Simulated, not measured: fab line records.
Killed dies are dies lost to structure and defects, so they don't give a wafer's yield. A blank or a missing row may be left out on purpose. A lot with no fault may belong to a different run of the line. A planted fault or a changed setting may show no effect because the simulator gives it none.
Split-lot study :: flow n5 finfet :: 21 wafers read across 7 lots, on a route 1938 steps long

THE SPLIT
At N5_BEOL_M10_TRENCH_ETCH_37 (etches SiCOH lowk in C4F6/O2, target depth 148.83 nm, time 48 s), the setting time s was moved away from the recipe's 48 s on 4 of the 21 wafers read, by -16.0% to +18.9%. This setting was run at the recipe's value on the other wafers.

FROM THE SPLIT TO THE READING: what the file shows between them, 11 steps
- N5_BEOL_M10_ETCH_41: etches SiCN in CH3F/O2, target depth 42.6 nm, time 86 s
- N5_BEOL_M10_STRIP_77: strips in N2/H2, time 10 s
- N5_BEOL_M10_OCD_MEAS_38
- N5_BEOL_M10_HM_STRIP_39: strips TiN in peroxide tin strip, target depth 25 nm, time 158 s
- N5_BEOL_M10_SRD_40: time 30 s
- N5_BEOL_M10_ECD_50: material Cu, target thk 318 nm
- N5_BEOL_M10_ANNEAL_51: time 90 s
- N5_BEOL_M10_CMP_52: polishes, stops on SiCOH lowk, t overpolish 7 s, target thk 140 nm
- N5_BEOL_M10_THK_MEAS_53: measures by xrf
- N5_BEOL_M10_PRE_CLEAN_55: time 15 s
- N5_BEOL_M10_DEP_56: deposits SiCN from 3MS/NH3, target thk 15 nm, time 26.5 s

THE READING
Measured at N5_BEOL_M10_RS_MEAS_57 by four-point probe: M10_RS, in ohm/sq. Fault-free wafers of this fab line usually give 0.152 ohm/sq, standard deviation 0.0039 ohm/sq.

wafer: L077.1
tool, chamber at the split: rie diel-06, 2
time s as run, s: 48
against the recipe: recipe
M10_RS, ohm/sq: 0.149
against lot-mates on the recipe: -

wafer: L077.3
tool, chamber at the split: rie diel-06, 3
time s as run, s: 48
against the recipe: recipe
M10_RS, ohm/sq: 0.152
against lot-mates on the recipe: -

wafer: L077.4
tool, chamber at the split: rie diel-06, 0
time s as run, s: 48
against the recipe: recipe
M10_RS, ohm/sq: 0.152
against lot-mates on the recipe: -

wafer: L081.3
tool, chamber at the split: rie diel-01, 2
time s as run, s: 57.07
against the recipe: +18.9%
M10_RS, ohm/sq: 0.127
against lot-mates on the recipe: -0.030

wafer: L081.5
tool, chamber at the split: rie diel-01, 1
time s as run, s: 48
against the recipe: recipe
M10_RS, ohm/sq: 0.157
against lot-mates on the recipe: -

wafer: L081.6
tool, chamber at the split: rie diel-01, 2
time s as run, s: 57.07
against the recipe: +18.9%
M10_RS, ohm/sq: 0.126
against lot-mates on the recipe: -0.031

wafer: L088.1
tool, chamber at the split: rie diel-06, 2
time s as run, s: 48
against the recipe: recipe
M10_RS, ohm/sq: 0.152
against lot-mates on the recipe: -

wafer: L088.3
tool, chamber at the split: rie diel-06, 1
time s as run, s: 48
against the recipe: recipe
M10_RS, ohm/sq: 0.152
against lot-mates on the recipe: -

wafer: L088.5
tool, chamber at the split: rie diel-06, 0
time s as run, s: 48
against the recipe: recipe
M10_RS, ohm/sq: 0.155
against lot-mates on the recipe: -

wafer: L090.1
tool, chamber at the split: rie diel-01, 3
time s as run, s: 48
against the recipe: recipe
M10_RS, ohm/sq: 0.148
against lot-mates on the recipe: -

wafer: L090.4
tool, chamber at the split: rie diel-01, 1
time s as run, s: 48
against the recipe: recipe
M10_RS, ohm/sq: 0.158
against lot-mates on the recipe: -

wafer: L090.5
tool, chamber at the split: rie diel-01, 0
time s as run, s: 48
against the recipe: recipe
M10_RS, ohm/sq: 0.152
against lot-mates on the recipe: -

wafer: L091.3
tool, chamber at the split: rie diel-05, 2
time s as run, s: 40.31
against the recipe: -16.0%
M10_RS, ohm/sq: 0.179
against lot-mates on the recipe: +0.033

wafer: L091.4
tool, chamber at the split: rie diel-05, 2
time s as run, s: 48
against the recipe: recipe
M10_RS, ohm/sq: 0.150
against lot-mates on the recipe: -

wafer: L091.6
tool, chamber at the split: rie diel-05, 0
time s as run, s: 48
against the recipe: recipe
M10_RS, ohm/sq: 0.143
against lot-mates on the recipe: -

wafer: L095.3
tool, chamber at the split: rie diel-05, 2
time s as run, s: 48
against the recipe: recipe
M10_RS, ohm/sq: 0.150
against lot-mates on the recipe: -

wafer: L095.4
tool, chamber at the split: rie diel-05, 1
time s as run, s: 48
against the recipe: recipe
M10_RS, ohm/sq: 0.149
against lot-mates on the recipe: -

wafer: L095.6
tool, chamber at the split: rie diel-05, 0
time s as run, s: 48
against the recipe: recipe
M10_RS, ohm/sq: 0.145
against lot-mates on the recipe: -

wafer: L096.1
tool, chamber at the split: rie diel-05, 0
time s as run, s: 48
against the recipe: recipe
M10_RS, ohm/sq: 0.148
against lot-mates on the recipe: -

wafer: L096.4
tool, chamber at the split: rie diel-05, 3
time s as run, s: 48
against the recipe: recipe
M10_RS, ohm/sq: 0.150
against lot-mates on the recipe: -

wafer: L096.5
tool, chamber at the split: rie diel-05, 3
time s as run, s: 43.62
against the recipe: -9.1%
M10_RS, ohm/sq: 0.166
against lot-mates on the recipe: +0.017

THE FIT
A straight line over all 21 wafers: M10_RS changes by -0.00144 ohm/sq for each +1% of time s; r = -0.94; the points scatter about the line by 0.0038 ohm/sq.
The same after taking each lot's own level away (the mean of its wafers on the recipe; 21 wafers): -0.00174 ohm/sq for each +1%; r = -0.98; scatter 0.0026 ohm/sq.
That fit puts the effect of the largest move of time s on the reading at 0.033 ohm/sq.
From 0.1465 to 0.1570 ohm/sq: that is the span of the lots' own levels, equal to 2.7 times the standard deviation above.
So the lot-to-lot level changes the slope: the two fits differ.
Check: with one of the wafers moved furthest among these (+18.9%) left out of the fit, the line predicts -0.0338 ohm/sq for it against its lot-mates. It came out at -0.03 ohm/sq against them.

THE WHOLE CHAIN: every reading that the file lists as answering this split, in the file's order
step: N5_BEOL_M10_TRENCH_ETCH_37
what it does: etches SiCOH lowk in C4F6/O2, target depth 148.83 nm, time 48 s
reading: BEOL_M10.feature depth nm (the simulator's own value, which no gauge read)
change (the file's fit): +1.57 nm for each +1% of the setting
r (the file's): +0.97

step: N5_BEOL_M10_TRENCH_ETCH_37
what it does: etches SiCOH lowk in C4F6/O2, target depth 148.83 nm, time 48 s
reading: etch.depth nm (the simulator's own value, which no gauge read)
change (the file's fit): +1.57 nm for each +1% of the setting
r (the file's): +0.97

step: N5_BEOL_M10_TRENCH_ETCH_37
what it does: etches SiCOH lowk in C4F6/O2, target depth 148.83 nm, time 48 s
reading: TiN_of_BEOL_M10_HM_DEP_02.thk nm (the simulator's own value, which no gauge read)
change (the file's fit): -0.0577 nm for each +1% of the setting
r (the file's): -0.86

step: N5_BEOL_M10_OCD_MEAS_38
what it does: 
reading: trench depth nm
change (the file's fit): +1.54 nm for each +1% of the setting
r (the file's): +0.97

step: N5_BEOL_M10_CMP_52
what it does: polishes, stops on SiCOH lowk, t overpolish 7 s, target thk 140 nm
reading: Cu_of_BEOL_M10_ECD_50.thk nm (the simulator's own value, which no gauge read)
change (the file's fit): +1.52 nm for each +1% of the setting
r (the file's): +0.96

step: N5_BEOL_M10_THK_MEAS_53
what it does: measures by xrf
reading: M10_THK
change (the file's fit): +1.55 for each +1% of the setting
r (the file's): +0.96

step: N5_BEOL_M10_RS_MEAS_57
what it does: measures by four-point-probe
reading: M10_RS
change (the file's fit): -0.00179 for each +1% of the setting
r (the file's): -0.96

FILE'S OWN FIT
M10_RS changes by -0.00179 ohm/sq for each +1% of time s, r = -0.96.
